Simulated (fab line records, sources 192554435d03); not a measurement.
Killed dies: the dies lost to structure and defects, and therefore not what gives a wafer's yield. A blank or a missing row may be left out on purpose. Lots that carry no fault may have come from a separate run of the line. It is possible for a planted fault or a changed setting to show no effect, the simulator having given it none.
Split-lot experiment ; flow n5 finfet ; route with 1938 steps; 7 lots, 21 wafers read

== THE SPLIT ==
At N5_BEOL_M4_ETCH_70 (etches SOC in N2/H2, target depth 80 nm, overetch 24 nm, time 130 s), the setting time s was moved away from the recipe's 130 s on 7 of the 21 wafers read, by -18.5% to +12.6%. The other wafers ran this setting at the recipe's value.

The reading comes from the split's own step.

== THE READING ==
SiARC_of_BEOL_M4_COAT_68.thk nm (the simulator's own value, which no gauge read), in nm, at N5_BEOL_M4_ETCH_70 (etches SOC in N2/H2, target depth 80 nm, overetch 24 nm, time 130 s). No usual value for it is given in the file. Here, 14 wafers ran the recipe; their average is 5.7 nm with a standard deviation of 0.25 nm.

wafer;tool, chamber at the split;time s as run, s;against the recipe;SiARC_of_BEOL_M4_COAT_68.thk nm, nm;against lot-mates on the recipe
L078.1;rie diel-03, 3;130;recipe;5.6;-
L078.3;rie diel-03, 0;105.9;-18.5%;7;+1.2
L078.5;rie diel-03, 0;130;recipe;6;-
L079.2;rie diel-01, 0;112.1;-13.8%;6.8;+1.2
L079.6;rie diel-01, 0;112.1;-13.8%;6.8;+1.2
L079.5;rie diel-01, 2;130;recipe;5.6;-
L081.3;rie diel-03, 2;130;recipe;5.8;-
L081.4;rie diel-03, 1;130;recipe;5.6;-
L081.6;rie diel-03, 0;130;recipe;6;-
L083.1;rie diel-03, 2;146.4;+12.6%;5.2;-0.6
L083.2;rie diel-03, 3;130;recipe;5.8;-
L083.4;rie diel-03, 1;146.4;+12.6%;4.8;-1.0
L086.2;rie diel-03, 3;130;recipe;5.6;-
L086.4;rie diel-03, 2;110.2;-15.2%;6.6;+1.0
L086.6;rie diel-03, 0;110.2;-15.2%;6.8;+1.2
L089.2;rie diel-01, 3;130;recipe;5.4;-
L089.5;rie diel-01, 3;130;recipe;5.4;-
L089.4;rie diel-01, 0;130;recipe;6;-
L091.1;rie diel-01, 2;130;recipe;5.6;-
L091.2;rie diel-01, 3;130;recipe;5.4;-
L091.4;rie diel-01, 0;130;recipe;6.2;-

FIT RESULTS
A straight line over all 21 wafers: SiARC_of_BEOL_M4_COAT_68.thk nm changes by -0.0667 nm for each +1% of time s; r = -0.93; the points scatter about the line by 0.23 nm.
The same after taking each lot's own level away (the mean of its wafers on the recipe; 21 wafers): -0.0716 nm for each +1%; r = -0.94; scatter 0.23 nm.
On that fit, the largest move of time s shifts the reading by 1.3 nm.
The lots' own levels span 5.60 to 5.80 nm, that is 0.8 times the standard deviation above.
Consequently the slope shifts little with the lot-to-lot level, the two slopes agreeing.
Check: for one of the wafers moved furthest among these (-18.5%), held out of the fit, the line's prediction against its lot-mates is +1.4 nm. Against them it came out at +1.2 nm.

== FURTHER SPLITS ON THESE WAFERS ==
Other splits were also applied to these wafers ahead of the reading. Each is held against what the fit with the lots' levels taken away leaves over:
other split on the same wafers;wafers away from the commonest value;r with SiARC_of_BEOL_M4_COAT_68.thk nm (lot level and that fit taken away)
N5_BEOL_M0_TRENCH_ETCH_107 target depth a;8;+0.17
N5_BEOL_M0_ETCH_109 bias w;9;-0.20
N5_BEOL_M2_VIA_ETCH_34 time s;7;-0.03
N5_BEOL_M2_TRENCH_ETCH_37 bias w;4;-0.25
N5_BEOL_M3_ETCH_64 time s;5;+0.24
N5_BEOL_M3_COAT_76 spin rpm;8;+0.13
N5_BEOL_M3_DESCUM_33 time s;5;-0.03
N5_BEOL_M3_ETCH_70 bias w;10;-0.51

== FILE'S OWN FIT ==
SiARC_of_BEOL_M4_COAT_68.thk nm changes by -0.071 nm for each +1% of time s, r = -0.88.
